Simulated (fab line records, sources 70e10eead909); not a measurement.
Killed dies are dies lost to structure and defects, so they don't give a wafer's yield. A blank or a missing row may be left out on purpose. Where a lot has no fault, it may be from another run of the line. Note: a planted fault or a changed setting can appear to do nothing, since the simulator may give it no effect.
What tool caused it? / flow nand harc / 21 lots (63 wafers sampled), 1 step of a 1302-step route

WHAT EACH GAUGE READ, for each wafer
NHARC_A_SLIT_INSPECT_11. Usual: raw defect count at 57, with a standard deviation of 33.
lot=L076; measured=day 20 11:50; on=defect inspect-01; raw defect count=13 21 17; flag=
lot=L075; measured=day 20 12:16; on=defect inspect-02; raw defect count=69 52 62; flag=
lot=L077; measured=day 20 15:31; on=defect inspect-01; raw defect count=128 123 106; flag=
lot=L074; measured=day 20 22:32; on=defect inspect-02; raw defect count=85 64 67; flag=
lot=L078; measured=day 21 04:16; on=defect inspect-01; raw defect count=19 21 24; flag=
lot=L081; measured=day 22 10:56; on=defect inspect-01; raw defect count=74 78 83; flag=
lot=L082; measured=day 22 21:45; on=defect inspect-02; raw defect count=49 56 72; flag=
lot=L083; measured=day 23 11:00; on=defect inspect-02; raw defect count=89 78 96; flag=
lot=L084; measured=day 23 21:57; on=defect inspect-01; raw defect count=30 25 26; flag=
lot=L085; measured=day 23 23:41; on=defect inspect-01; raw defect count=43 40 32; flag=
lot=L086; measured=day 23 23:50; on=defect inspect-02; raw defect count=66 67 71; flag=
lot=L087; measured=day 24 15:44; on=defect inspect-01; raw defect count=25 21 27; flag=
lot=L089; measured=day 25 16:19; on=defect inspect-01; raw defect count=104 93 99; flag=
lot=L091; measured=day 26 03:35; on=defect inspect-02; raw defect count=108 82 96; flag=
lot=L090; measured=day 26 04:20; on=defect inspect-01; raw defect count=63 61 49; flag=
lot=L092; measured=day 27 03:34; on=defect inspect-02; raw defect count=28 24 27; flag=
lot=L093; measured=day 27 03:56; on=defect inspect-02; raw defect count=119 94 97; flag=
lot=L095; measured=day 28 08:12; on=defect inspect-02; raw defect count=32 25 33; flag=
lot=L096; measured=day 28 08:18; on=defect inspect-01; raw defect count=76 73 72; flag=
lot=L094; measured=day 28 09:05; on=defect inspect-02; raw defect count=61 54 60; flag=
lot=L097; measured=day 29 08:55; on=defect inspect-01; raw defect count=6 6 6; flag=

WHAT TOOL EACH LOT RAN ON (gives the tool, then ch and the chambers of the sampled wafers, and finally the start)
There is no process step in the record ahead of these readings.

AS READ BY THE TOOLS THEMSELVES (means over the sampled wafers that have a number; for cases with no such wafer, the mark the record gives instead)
The record holds no such reading with a usual standard deviation.

THE ANSWER, worked out from the rows above alone
Rule: lot off if the mean of its wafers having a number is beyond 3 standard deviations from the usual mean. Also off: a lot with no number at a reading for which 4 or more lots have one. Any other lot the step has rows for is counted as sound. First the gauges in route order, then the tools' own readings, where a lot's mean is used as printed above. The first step at which some lot is off is used, and at that step the reading that is off furthest; a lot without a number counts as furthest.
Nothing can be told from this: no lot is off at any reading shown.

WHAT THE SIMULATOR PUT IN
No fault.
